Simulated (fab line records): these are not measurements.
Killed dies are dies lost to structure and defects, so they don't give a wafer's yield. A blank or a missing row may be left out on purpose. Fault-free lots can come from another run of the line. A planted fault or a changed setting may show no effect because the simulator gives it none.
Matching of chambers + flow n5 finfet + N5_GATE_CUT_ETCH_37 on rie diel-03 has 4 sister chambers
The step etches SOC in N2/H2, target depth 60 nm, overetch 12 nm, time 90 s. 18 wafers are shown with their chamber, then 9 later ones without.

WAFERS PAIRED WITH THEIR CHAMBERS
| wafer  | chamber | showerhead plenum p Torr (Torr) | throttle valve pct (%) | drypump motor current A (A) |
|--------|---------|---------------------------------|------------------------|-----------------------------|
| L075.1 | 2       | 2.43                            | 17.5                   | 6.0                         |
| L075.4 | 0       | 2.50                            | 18.1                   | 5.2                         |
| L075.5 | 2       | 2.43                            | 17.5                   | 6.0                         |
| L077.2 | 1       | 2.63                            | 17.8                   | 5.9                         |
| L077.3 | 3       | 2.55                            | 17.6                   | 6.5                         |
| L077.6 | 3       | 2.55                            | 17.6                   | 6.5                         |
| L079.2 | 2       | 2.43                            | 17.5                   | 6.0                         |
| L079.3 | 1       | 2.63                            | 17.8                   | 6.0                         |
| L079.4 | 0       | 2.50                            | 18.1                   | 5.2                         |
| L080.2 | 3       | 2.55                            | 17.6                   | 6.5                         |
| L080.4 | 0       | 2.50                            | 18.1                   | 5.2                         |
| L080.5 | 3       | 2.55                            | 17.6                   | 6.5                         |
| L084.1 | 0       | 2.50                            | 18.1                   | 5.3                         |
| L084.3 | 2       | 2.43                            | 17.6                   | 6.0                         |
| L084.5 | 1       | 2.63                            | 17.8                   | 5.9                         |
| L085.2 | 2       | 2.43                            | 17.6                   | 6.0                         |
| L085.3 | 3       | 2.54                            | 17.6                   | 6.4                         |
| L085.6 | 0       | 2.50                            | 18.1                   | 5.2                         |

SIGNATURES (averages over the wafers above)
| reading                  | chamber 0 | chamber 1 | chamber 2 | chamber 3 | scatter within a chamber |
|--------------------------|-----------|-----------|-----------|-----------|--------------------------|
| showerhead plenum p Torr | 2.5000    | 2.6300    | 2.4300    | 2.5480    | 0.00239                  |
| throttle valve pct       | 18.100    | 17.800    | 17.540    | 17.600    | 0.0293                   |
| drypump motor current A  | 5.220     | 5.933     | 6.000     | 6.480     | 0.0402                   |
Rule: for each reading, subtract the chamber's mean from the wafer's reading, divide by that reading's scatter and square the result; add these up over the readings and take the root, which gives the wafer's distance from the chamber. If the next closest chamber is less than 2 further off than the closest, the wafer can't be placed; otherwise it belongs to the closest. The scatter: the root of (the sum of the squares of (reading less its chamber's mean) over the shown wafers, divided by (wafers less chambers)).

WAFERS WITHOUT THEIR CHAMBER
| wafer  | showerhead plenum p Torr (Torr) | throttle valve pct (%) | drypump motor current A (A) |
|--------|---------------------------------|------------------------|-----------------------------|
| L090.2 | 2.42                            | 17.6                   | 6.0                         |
| L090.3 | 2.54                            | 17.6                   | 6.5                         |
| L090.6 | 2.62                            | 17.8                   | 5.9                         |
| L092.3 | 2.54                            | 17.6                   | 6.5                         |
| L092.5 | 2.42                            | 17.6                   | 6.0                         |
| L092.6 | 2.62                            | 17.8                   | 5.9                         |
| L093.1 | 2.62                            | 17.8                   | 5.9                         |
| L093.3 | 2.49                            | 18.1                   | 5.2                         |
| L093.6 | 2.62                            | 17.8                   | 5.9                         |

EACH ONE'S CHAMBER
| wafer  | from the rows above | in truth |
|--------|---------------------|----------|
| L090.2 | 2                   | 2        |
| L090.3 | 3                   | 3        |
| L090.6 | 1                   | 1        |
| L092.3 | 3                   | 3        |
| L092.5 | 2                   | 2        |
| L092.6 | 1                   | 1        |
| L093.1 | 1                   | 1        |
| L093.3 | 0                   | 0        |
| L093.6 | 1                   | 1        |
9 of 9 placed correctly. Number that these rows cannot place: 0. 0 placed wrongly.
